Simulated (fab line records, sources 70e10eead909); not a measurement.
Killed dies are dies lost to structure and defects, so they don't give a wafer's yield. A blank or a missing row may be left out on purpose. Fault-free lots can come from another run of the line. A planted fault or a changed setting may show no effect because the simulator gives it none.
Problem report in the 8D (eight disciplines) form, filled by code + flow nand_harc + the parts of the form that need people (team, actions taken, sign-off) are left out

1. THE PROBLEM
killed_at_array at NHARC_END_SORT_01 reads a mean of 671 on 6 wafers of 2 lots; wafers without a fault read 58 with a standard deviation of 22. That is +28 standard deviations from the usual mean.
First seen on wafer L945.1, day 33 03:52, on prober-02. Wafers with a number at this step in the record: 6, from 2 lots. The rule behind "out" and "out of limits": a value lying over 4 standard deviations away from the usual mean. The rest of the wafers with a number are treated as sound.

2. WHAT IT IS, WHAT IT ISN'T
| question                    | is                           | is not                                            |
|-----------------------------|------------------------------|---------------------------------------------------|
| which readings at this step | killed_at_array, killed_dies | killed_at_other, killed_at_periphery, killed_open |
| which lots                  | L944, L945                   | -                                                 |
| which wafers of those lots  | all that have a number       | -                                                 |
| read on which gauges        | prober-01, prober-02         | -                                                 |
| when                        | from day 33 03:52            | up to then (0 sound wafers)                       |

3. THE SUSPECTS, EACH WITH WHAT RULES IT OUT
Counting: a tool at any process step up to the reading remains a suspect when it ran all the lots that are out and ran no sound lot after the first of those.
- ruled out: the gauge at NHARC_END_SORT_01. The wafers that are out were read on 2 gauges (prober-01, prober-02).
- pecvd-04 at NHARC_A_M0_DEP_00 (deposits SiOC, target thk 150 nm): kept. It ran every lot that is out, first L944 (day 31 08:05), and no sound lot after that.
Remaining after the count: pecvd-04 at NHARC_A_M0_DEP_00.

4. THE CAUSE (what the simulator had put in)
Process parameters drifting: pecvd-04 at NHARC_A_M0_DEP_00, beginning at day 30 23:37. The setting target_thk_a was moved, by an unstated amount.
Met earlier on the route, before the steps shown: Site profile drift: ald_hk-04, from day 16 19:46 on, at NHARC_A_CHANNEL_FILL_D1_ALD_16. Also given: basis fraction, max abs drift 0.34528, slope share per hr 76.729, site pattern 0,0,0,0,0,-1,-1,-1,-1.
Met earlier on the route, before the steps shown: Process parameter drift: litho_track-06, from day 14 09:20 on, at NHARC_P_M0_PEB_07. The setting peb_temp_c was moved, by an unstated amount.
The count eliminated every tool but this one.

5. THE EFFECT CHAIN, in route order
Each row: a reading where the mean over the struck wafers with a number is more than 3 standard deviations away from the usual. Only readings whose record carries a usual standard deviation are examined. hours: median over the lots of the time between each lot's start at the first step of this table that gives one and its start at this step. sigmas: the change, counted in usual standard deviations.
| hours | step              | reading         | usual | on struck wafers | change | sigmas |
|-------|-------------------|-----------------|-------|------------------|--------|--------|
| 0     | NHARC_END_SORT_01 | killed_at_array | 58    | 671              | +613   | +28    |
| 0     | NHARC_END_SORT_01 | killed_dies     | 64    | 677              | +613   | +28    |

6. WHAT WOULD HAVE CAUGHT IT SOONER
In this record the first reading out of limits at a measuring or inspecting step was taken at day 33 03:52, 52 hours after the fault began at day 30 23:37.
An alarm limit of 4 standard deviations would not have fired on the tool readings at NHARC_A_M0_DEP_00 for which the record gives a usual standard deviation, since none of them was out on any struck wafer.
Each of the lots that are out, 2 in all, had begun NHARC_A_M0_DEP_00 on pecvd-04 no later than day 33 03:52. A hold on the tool at that time would have spared none of them.
